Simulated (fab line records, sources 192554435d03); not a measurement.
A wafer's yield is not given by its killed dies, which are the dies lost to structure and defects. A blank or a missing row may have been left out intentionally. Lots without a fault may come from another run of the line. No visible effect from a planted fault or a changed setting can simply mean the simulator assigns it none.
The tool behind it: which one?	flow n5-finfet	11 lots, 33 wafers sampled, at 2 steps of a route of 1938

## WHAT EACH GAUGE READ, for each wafer
N5_BEOL_M4_RC_MEAS_101.
lot	measured	on	RS_NWELL (ohm/sq)
L905	day 8 06:47	prober-01	1023 1040 1042
L906	day 9 03:01	prober-01	1030 1035 1021
L908	day 9 04:58	prober-02	1033 1036 1031
L909	day 9 09:43	prober-01	1035 1035 1043
L910	day 9 13:22	prober-02	1034 1046 1041
L914	day 10 15:25	prober-01	1428 1434 1422
L916	day 11 01:07	prober-02	1419 1434 1429
L921	day 12 04:54	prober-02	1036 1039 1040
L923	day 13 06:08	prober-02	1034 1040 1042
L927	day 13 16:02	prober-02	1034 1022 1042
L928	day 14 08:23	prober-01	1035 1034 1027

## EACH LOT AND THE TOOL THAT RAN IT (in order: tool; ch and the chambers of the sampled wafers; start)
lot	N5_WELL_APT_IMPLANT_14
L905	implanter-02 ch 0, day 1 14:08
L906	implanter-01 ch 0, day 1 20:23
L908	implanter-01 ch 0, day 2 08:04
L909	implanter-02 ch 0, day 2 13:46
L910	implanter-01 ch 0, day 2 20:09
L914	implanter-02 ch 0, day 3 19:47
L916	implanter-02 ch 0, day 4 08:19
L921	implanter-01 ch 0, day 5 14:10
L923	implanter-01 ch 0, day 6 01:56
L927	implanter-01 ch 0, day 7 02:15
L928	implanter-02 ch 0, day 7 07:47
- N5_WELL_APT_IMPLANT_14

## THE ANSWER, worked out from the rows above alone
Rule: usual is defined by the lots themselves. Put in order of their means at a reading, lots are off if they are a third of the lots or fewer, leave a main group of 4 or more, and stand apart from it by a gap of 3 or more times the standard deviation of the main group's means; of several such gaps the widest counts. A main group whose means are all the same, to the digits that the tables above print for the reading, isn't used. Also off: a lot with no number at a reading for which 4 or more lots have one. All remaining lots with rows at the step are treated as sound.
Off: L914, L916, at N5_BEOL_M4_RC_MEAS_101 (RS_NWELL). Mean 1035 ohm/sq and standard deviation 3.6 in the main group.
If a tool, at a process step before that reading, ran all the lots that are off and no sound lot after the first of them, it fits. Those tools and the gauges at N5_BEOL_M4_RC_MEAS_101 are tried in the same way. Not one of the candidates tried fits.

## WHAT WAS PUT IN BY THE SIMULATOR
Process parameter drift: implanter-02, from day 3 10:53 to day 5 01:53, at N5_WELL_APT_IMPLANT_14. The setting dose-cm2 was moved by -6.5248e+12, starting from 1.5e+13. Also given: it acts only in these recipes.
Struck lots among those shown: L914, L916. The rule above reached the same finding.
